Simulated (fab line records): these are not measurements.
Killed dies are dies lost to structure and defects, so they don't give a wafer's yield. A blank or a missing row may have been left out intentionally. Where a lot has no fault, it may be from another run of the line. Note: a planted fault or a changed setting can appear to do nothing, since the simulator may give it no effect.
fab line records ; flow nand-harc
[record] lots = 5; wafers = 15; last-day = 24
route steps=1159 shown A_STAIRCASE@583
lots that met no fault: from a run of the same line without faults
start-h: hours from the record's opening day to when the first of the lot's shown wafers began ; wait-h: time in hours since the lot's previous step ; " identical to the entry in the row above ; L1.1+2: a single row standing in for several wafers ; - no value, or no start was given ; * or withheld: withheld ; < > ~ a bound
route shown NAME@n: names a module that has steps shown in the file, with the first one's number in the route ; usual: the fault-free wafers' mean and standard deviation ; same: alike in all rows ; chamber/n: place in a boat ; sites: the reading at each site ; _std_site: the standard deviation of these ; _edge_site: inner sites' mean taken away from outer sites' mean ; radius-mm: for every site, how far away it sits from the centre of the wafer ; mask NAME#n: copy n ; behind: the last tool/chamber to shape the wafer ; hold: the reason the lot was held/the length of the hold in hours/how it ended ; device: names the non-switching transistor (n, p or np) ; end of line: the same wafers' tests at the end of the route ; a step given without rows: its recipe and nothing more ; killed: count of dies lost to structure and defects at first sort (not the wafer's yield) ; map: a wafer's dies, marking killed ones x, the rest . and places with no die _
set.NAME: the run value of the setting; set.NAME@STEP: its run value at that earlier step ; model.NAME: the simulator's own value behind a step, which no gauge read
lots at selected steps of the route; one table per step, one row per wafer
services: when a tool's chamber went out of use (start-h, in hours from the record's first day, below 0 if earlier), for how many hours, and the reason
[[steps]]
[step NHARC_A_STAIRCASE_TRIM_189]
[recipe] time-s = 211.2; o2-flow-sccm = 500; ar-flow-sccm = 0; bias-w = 0; chemistry = O2
[usual] drypump-motor-current-A = 5.6/0.39; oes-product-au = 1.002/0.0071; rf-vpp-V = 57.9/0.94; showerhead-plenum-p-Torr = 3.53/0.17; throttle-valve-pct = 17.037/0.0086
lot.wafer;tool;chamber;start-h;wait-h;drypump-motor-current-A;oes-product-au;rf-hours-counter-h;rf-vpp-V;showerhead-plenum-p-Torr;throttle-valve-pct
L152.3;rie-diel-05;1;-;-;6.0;0.994;28;56.8;3.51;17.037
L152.1;rie-diel-05;2;-;-;5.3;0.996;28;57.9;3.56;17.012
L152.4;rie-diel-05;3;-;-;5.0;1.006;24;59.2;3.46;17.035
L155.2;rie-diel-10;3;-;-;5.3;1.002;29;56.3;3.66;17.040
L155.3;rie-diel-10;0;-;-;5.2;1.013;30;57.6;3.35;17.024
L155.5;rie-diel-10;2;-;-;6.1;1.004;-;58.6;3.71;17.035
L166.3;rie-diel-05;3;-;-;5.0;1.004;49;59.0;3.45;17.038
L166.2;rie-diel-05;1;-;-;6.1;0.993;58;57.5;3.50;17.042
L166.5;rie-diel-05;0;-;-;6.0;1.004;-;56.5;3.26;17.048
L167.4;rie-diel-10;1;-;-;5.4;1.007;56;58.8;3.77;17.037
L167.5;rie-diel-10;3;-;-;5.3;1.002;-;59.6;3.64;17.035
L167.6;rie-diel-10;0;-;-;5.2;1.008;-;57.5;3.34;17.046
L173.3;rie-diel-10;1;-;-;5.4;1.000;1;59.1;3.77;17.050
L173.4;rie-diel-10;3;-;-;5.3;1.001;1;59.1;3.64;17.049
L173.6;rie-diel-10;1;-;-;5.5;1.006;-;57.1;3.77;17.028
[step NHARC_A_STAIRCASE_ETCH_190]
[recipe] target-depth-a = 1000; time-s = 40.5; ion-energy-ev = 400; c4f8-flow-sccm = 20; o2-flow-sccm = 10; ar-flow-sccm = withheld; rf-w = 600; bias-w = 1000; chemistry = C4F8/O2
[usual] oes-product-au = 0.941/0.011; rf-vpp-V = 896/6.3; run-length-s = 61.7/0.33
lot.wafer;tool;chamber;start-h;wait-h;oes-product-au;rf-hours-counter-h;rf-vpp-V;run-length-s
L152.1;rie-diel-05;3;-;-;0.941;24;893;61.3
L152.4;rie-diel-05;0;-;-;0.941;29;887;61.3
L152.3;rie-diel-05;2;-;-;0.936;28;898;62.1
L155.2;rie-diel-10;2;-;-;0.954;27;904;61.7
L155.3;rie-diel-10;3;-;-;0.962;30;900;61.3
L155.5;rie-diel-10;1;-;-;0.960;-;905;61.9
L166.3;rie-diel-05;3;-;-;0.945;49;893;62.2
L166.2;rie-diel-05;2;-;-;0.937;58;898;61.9
L166.5;rie-diel-05;3;-;-;0.945;-;892;61.6
L167.4;rie-diel-10;1;-;-;0.932;56;904;61.8
L167.5;rie-diel-10;1;-;-;0.932;-;904;61.7
L167.6;rie-diel-10;2;-;-;0.933;-;901;61.9
L173.3;rie-diel-10;3;-;-;0.953;1;901;61.4
L173.4;rie-diel-10;0;-;-;0.953;1;889;61.3
L173.6;rie-diel-10;0;-;-;0.949;-;888;61.5
[step NHARC_A_STAIRCASE_TRIM_191]
[recipe] time-s = 211.2; o2-flow-sccm = 500; ar-flow-sccm = 0; bias-w = 0; chemistry = O2
[step NHARC_A_STAIRCASE_ETCH_192]
[recipe] target-depth-a = 1000; time-s = 40.5; ion-energy-ev = 400; c4f8-flow-sccm = 20; o2-flow-sccm = 10; ar-flow-sccm = withheld; rf-w = 600; bias-w = 1000; chemistry = C4F8/O2
[step NHARC_A_STAIRCASE_TRIM_193]
[recipe] time-s = 211.2; o2-flow-sccm = 500; ar-flow-sccm = 0; bias-w = 0; chemistry = O2
[step NHARC_A_STAIRCASE_ETCH_194]
[recipe] target-depth-a = 1000; time-s = 40.5; ion-energy-ev = 400; c4f8-flow-sccm = 20; o2-flow-sccm = 10; ar-flow-sccm = withheld; rf-w = 600; bias-w = 1000; chemistry = C4F8/O2
[usual] oes-product-au = 0.942/0.009; rf-vpp-V = 896/6.1; run-length-s = 61.8/0.37
lot.wafer;tool;chamber;start-h;wait-h;oes-product-au;rf-hours-counter-h;rf-vpp-V;run-length-s
L152.4;rie-diel-05;3;-;-;0.944;25;892;61.3
L152.3;rie-diel-05;0;-;-;0.951;30;888;61.5
L152.1;rie-diel-05;2;-;-;0.935;28;896;61.7
L155.2;rie-diel-10;3;-;-;0.957;30;901;61.6
L155.3;rie-diel-10;2;-;-;0.945;27;901;62.3
L155.5;rie-diel-10;3;-;-;0.939;-;902;61.7
L166.2;rie-diel-05;3;-;-;0.952;50;893;61.3
L166.3;rie-diel-05;2;-;-;0.954;58;897;61.7
L166.5;rie-diel-05;3;-;-;0.952;-;893;62.0
L167.4;rie-diel-10;3;-;-;0.928;58;900;61.2
L167.6;rie-diel-10;2;-;-;0.942;-;901;61.8
L167.5;rie-diel-10;3;-;-;0.938;-;901;61.5
L173.3;rie-diel-10;2;-;-;0.951;2;901;62.4
L173.4;rie-diel-10;0;-;-;0.955;2;889;61.3
L173.6;rie-diel-10;1;-;-;0.950;-;905;62.3
[step NHARC_A_STAIRCASE_TRIM_196]
[recipe] time-s = 211.2; o2-flow-sccm = 500; ar-flow-sccm = 0; bias-w = 0; chemistry = O2
[step NHARC_A_STAIRCASE_ETCH_197]
[recipe] target-depth-a = 1000; time-s = 40.5; ion-energy-ev = 400; c4f8-flow-sccm = 20; o2-flow-sccm = 10; ar-flow-sccm = withheld; rf-w = 600; bias-w = 1000; chemistry = C4F8/O2
[usual] oes-product-au = 0.950/0.013; rf-vpp-V = 896/6.2; run-length-s = 61.7/0.35
lot.wafer;tool;chamber;start-h;wait-h;oes-product-au;rf-hours-counter-h;rf-vpp-V;run-length-s
L152.1;rie-diel-01;0;-;-;0.927;41;891;61.4
L152.3;rie-diel-01;1;-;-;0.948;48;901;62.0
L152.4;rie-diel-01;2;-;-;0.954;49;889;62.5
L155.2;rie-diel-10;3;-;-;0.966;30;900;61.3
L155.3;rie-diel-10;1;-;-;0.934;28;907;61.7
L155.5;rie-diel-10;3;-;-;0.963;-;899;62.0
L166.2;rie-diel-01;0;-;-;0.963;6;891;61.2
L166.3;rie-diel-01;1;-;-;0.979;5;901;62.2
L166.5;rie-diel-01;1;-;-;0.973;-;901;62.0
L167.4;rie-diel-10;0;-;-;0.939;58;889;61.3
L167.5;rie-diel-10;0;-;-;0.940;-;890;61.2
L167.6;rie-diel-10;1;-;-;0.940;-;903;61.9
L173.4;rie-diel-05;0;-;-;0.964;9;905;61.2
L173.3;rie-diel-05;3;-;-;0.987;11;893;61.4
L173.6;rie-diel-05;1;-;-;0.962;-;894;62.1
[step NHARC_A_STAIRCASE_TRIM_198]
[recipe] time-s = 211.2; o2-flow-sccm = 500; ar-flow-sccm = 0; bias-w = 0; chemistry = O2
[step NHARC_A_STAIRCASE_ETCH_199]
[recipe] target-depth-a = 1000; time-s = 40.5; ion-energy-ev = 400; c4f8-flow-sccm = 20; o2-flow-sccm = 10; ar-flow-sccm = withheld; rf-w = 600; bias-w = 1000; chemistry = C4F8/O2
[step NHARC_A_STAIRCASE_TRIM_200]
[recipe] time-s = 211.2; o2-flow-sccm = 500; ar-flow-sccm = 0; bias-w = 0; chemistry = O2
[usual] drypump-motor-current-A = 5.6/0.4; oes-product-au = 1.002/0.0068; rf-vpp-V = 57.7/0.85; showerhead-plenum-p-Torr = 3.53/0.17; throttle-valve-pct = 17.037/0.0092
lot.wafer;tool;chamber;start-h;wait-h;drypump-motor-current-A;oes-product-au;rf-hours-counter-h;rf-vpp-V;showerhead-plenum-p-Torr;throttle-valve-pct
L152.1;rie-diel-01;3;-;-;5.1;1.003;48;57.7;3.30;17.044
L152.4;rie-diel-01;0;-;-;5.6;0.987;41;57.1;3.40;17.054
L152.3;rie-diel-01;1;-;-;6.0;1.007;48;57.9;3.67;17.042
L155.2;rie-diel-10;3;-;-;5.3;1.007;30;59.8;3.66;17.050
L155.3;rie-diel-10;0;-;-;5.2;1.014;30;58.3;3.35;17.042
L155.5;rie-diel-10;2;-;-;6.1;1.029;-;57.7;3.71;17.038
L166.2;rie-diel-01;2;-;-;5.4;0.994;6;57.6;3.34;17.039
L166.3;rie-diel-01;3;-;-;5.0;1.016;7;56.9;3.80;17.038
L166.5;rie-diel-01;0;-;-;5.6;1.009;-;57.9;3.39;17.024
L167.4;rie-diel-10;1;-;-;5.5;1.005;57;56.8;3.77;17.038
L167.5;rie-diel-10;0;-;-;5.2;1.007;-;58.5;3.34;17.040
L167.6;rie-diel-10;1;-;-;5.5;0.997;-;59.1;3.78;17.024
L173.3;rie-diel-05;3;-;-;5.0;1.006;11;57.3;3.44;17.046
L173.4;rie-diel-05;0;-;-;6.1;1.000;9;57.9;3.80;17.031
L173.6;rie-diel-05;3;-;-;5.0;1.005;-;57.1;3.44;17.030
[step NHARC_A_STAIRCASE_ETCH_201]
[recipe] target-depth-a = 1000; time-s = 40.5; ion-energy-ev = 400; c4f8-flow-sccm = 20; o2-flow-sccm = 10; ar-flow-sccm = withheld; rf-w = 600; bias-w = 1000; chemistry = C4F8/O2
[usual] oes-product-au = 0.944/0.0099; rf-vpp-V = 896/6.3; run-length-s = 61.7/0.33
lot.wafer;tool;chamber;start-h;wait-h;oes-product-au;rf-hours-counter-h;rf-vpp-V;run-length-s
L152.1;rie-diel-01;2;254.79;-;0.936;49;891;62.3
L152.4;rie-diel-01;0;254.79;-;0.939;41;892;61.7
L152.3;rie-diel-01;1;254.79;-;0.944;48;903;61.8
L155.3;rie-diel-10;2;268.92;-;0.955;27;902;62.1
L155.2;rie-diel-10;3;268.92;-;0.964;30;901;61.3
L155.5;rie-diel-10;2;268.92;-;0.957;-;901;61.8
L166.3;rie-diel-01;1;335.55;-;0.946;5;901;61.9
L166.2;rie-diel-01;2;335.55;-;0.946;6;890;62.4
L166.5;rie-diel-01;1;335.55;-;0.955;-;899;62.1
L167.4;rie-diel-10;2;344.62;-;0.948;58;901;59.5
L167.5;rie-diel-10;0;344.62;-;0.946;-;889;61.3
L167.6;rie-diel-10;1;344.62;-;0.932;-;905;61.9
L173.3;rie-diel-05;3;369.20;-;0.941;11;892;61.4
L173.4;rie-diel-05;0;369.20;-;0.949;9;905;61.3
L173.6;rie-diel-05;3;369.20;-;0.937;-;892;61.6
[step NHARC_A_STAIRCASE_TRIM_202]
[recipe] time-s = 211.2; o2-flow-sccm = 500; ar-flow-sccm = 0; bias-w = 0; chemistry = O2
[[services]]
tool;chamber;start-h;hours;kind
rie-diel-10;0;234.63;-;clean
rie-diel-10;1;234.63;-;clean
rie-diel-10;2;234.63;-;clean
rie-diel-10;3;234.63;-;clean
rie-diel-05;3;238.27;3.0;repair
rie-diel-10;0;259.13;-;clean
rie-diel-10;1;259.13;-;clean
rie-diel-10;2;259.13;-;clean
rie-diel-10;3;259.13;-;clean
rie-diel-10;0;283.67;-;clean
rie-diel-10;1;283.67;-;clean
rie-diel-10;2;283.67;-;clean
rie-diel-10;3;283.67;-;clean
rie-diel-10;0;308.17;-;clean
rie-diel-10;1;308.17;-;clean
rie-diel-10;2;308.17;-;clean
rie-diel-10;3;308.17;-;clean
rie-diel-01;-;315.10;9.0;pm
rie-diel-10;0;332.74;-;clean
rie-diel-10;1;332.74;-;clean
rie-diel-10;2;332.74;-;clean
rie-diel-10;3;332.74;-;clean
rie-diel-10;-;353.50;9.0;pm
rie-diel-10;0;353.50;9.0;vent-cycle
[[key]]
[first-sign] step = NHARC_A_STAIRCASE_ETCH_201; reading = run-length-s; direction = down; sigmas = 6.7; usual = *; struck = *
effect none on later readings
met-at NHARC_A_STAIRCASE_ETCH_201
struck-wafers L167.4
tester-left-out L167
onset-between 268.92 344.62
[fault] kind = process-parameter-drift; tool = rie-diel-10; chamber = 2; onset-h = 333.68; steps = NHARC_A_STAIRCASE_ETCH_201; channel = time-s; offset = *; shape = step; end-h = 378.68; acts-in = *; stated = *
// tester-left-out: of these lots the tester's yield and bins aren't shown, on N5 and GAA mostly nor the transistor test; their killed dies are dies lost to structure and defects alone, not to doping, threshold or leakage, so they don't give the yield
